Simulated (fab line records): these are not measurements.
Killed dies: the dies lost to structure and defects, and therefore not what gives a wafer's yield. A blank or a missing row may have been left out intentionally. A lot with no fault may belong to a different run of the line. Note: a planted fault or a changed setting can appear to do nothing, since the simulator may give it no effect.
Split-lot study	flow n5-finfet	21 wafers read across 7 lots, on a route 1938 steps long

## THE SPLIT ITSELF
At N5_BEOL_M8_HM_DEP_02 (deposits TiN, target thk 20 nm), the setting target-thk-a was moved away from the recipe's 200 angstrom on 5 of the 21 wafers read, by -9.6% to +12.9%. All remaining wafers had this setting at the recipe value.

## FROM THE SPLIT TO THE READING: what the file shows between them, 4 steps
- N5_BEOL_M8_COAT_59: time 60 s, resist thk 100 nm
- N5_BEOL_M8_COAT_60: time 60 s, resist thk 35 nm
- N5_BEOL_M8_STRIP_68: strips in N2/H2
- N5_BEOL_M8_STRIP_67: strips in CF4

## THE READING
etch.depth-nm (the simulator's own value, which no gauge read), in nm, at N5_BEOL_M8_HM_OPEN_17 (chemistry Cl2/BCl3, target TiN, target depth 20 nm, overetch 6 nm). There is no usual value for it anywhere in the file. Here, 16 wafers ran the recipe; their average is 19.91 nm with a standard deviation of 0.21 nm.

wafer	tool, chamber at the split	target-thk-a as run, angstrom	against the recipe	etch.depth-nm, nm	against lot-mates on the recipe
L076.1	pvd-sputter-02, -	184.3	-7.8%	18.85	-0.91
L076.5	pvd-sputter-02, -	200	recipe	19.76	-
L076.6	pvd-sputter-02, -	184.3	-7.8%	18.6	-1.16
L074.1	pvd-sputter-01, -	225.8	+12.9%	22.61	+2.43
L074.5	pvd-sputter-01, -	200	recipe	20.31	-
L074.6	pvd-sputter-01, -	200	recipe	20.06	-
L084.1	pvd-sputter-03, -	200	recipe	19.82	-
L084.3	pvd-sputter-03, -	200	recipe	19.73	-
L084.6	pvd-sputter-03, -	200	recipe	19.84	-
L085.1	pvd-sputter-01, -	200	recipe	20	-
L085.5	pvd-sputter-01, -	180.8	-9.6%	18	-2.02
L085.6	pvd-sputter-01, -	200	recipe	20.05	-
L087.1	pvd-sputter-03, -	200	recipe	19.77	-
L087.2	pvd-sputter-03, -	191.7	-4.2%	19.07	-0.58
L087.3	pvd-sputter-03, -	200	recipe	19.53	-
L089.4	pvd-sputter-01, -	200	recipe	20.18	-
L089.5	pvd-sputter-01, -	200	recipe	20.09	-
L089.6	pvd-sputter-01, -	200	recipe	20.05	-
L094.2	pvd-sputter-03, -	200	recipe	19.64	-
L094.5	pvd-sputter-03, -	200	recipe	19.67	-
L094.6	pvd-sputter-03, -	200	recipe	20.05	-

FIT RESULTS
A straight line over all 21 wafers: etch.depth-nm changes by +0.19 nm for each +1% of target-thk-a; r = +0.97; the points scatter about the line by 0.23 nm.
The same after taking each lot's own level away (the mean of its wafers on the recipe; 21 wafers): +0.175 nm for each +1%; r = +0.98; scatter 0.18 nm.
On that fit, the largest move of target-thk-a shifts the reading by 2.3 nm.
Measured against the standard deviation above, the lots' own levels, which go from 19.650 to 20.185 nm, span 2.5 times it.
The two slopes agree, so the slope changes little with the lot-to-lot level.
Check: for one of the wafers moved furthest among these (+12.9%), held out of the fit, the line's prediction against its lot-mates is +2.14 nm. Against them it came out at +2.43 nm.

## THE WHOLE CHAIN: every reading that the file lists as answering this split, in the file's order
step	what it does	reading	change (the file's fit)	r (the file's)
N5_BEOL_M8_HM_DEP_02	deposits TiN, target thk 20 nm	TiN_of_BEOL_M8_HM_DEP_02.thk-nm (the simulator's own value, which no gauge read)	+0.183 nm for each +1% of the setting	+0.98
N5_BEOL_M8_HM_OPEN_17	chemistry Cl2/BCl3, target TiN, target depth 20 nm, overetch 6 nm	etch.depth-nm (the simulator's own value, which no gauge read)	+0.182 nm for each +1% of the setting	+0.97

## FILE'S OWN FIT
etch.depth-nm changes by +0.182 nm for each +1% of target-thk-a, r = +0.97.
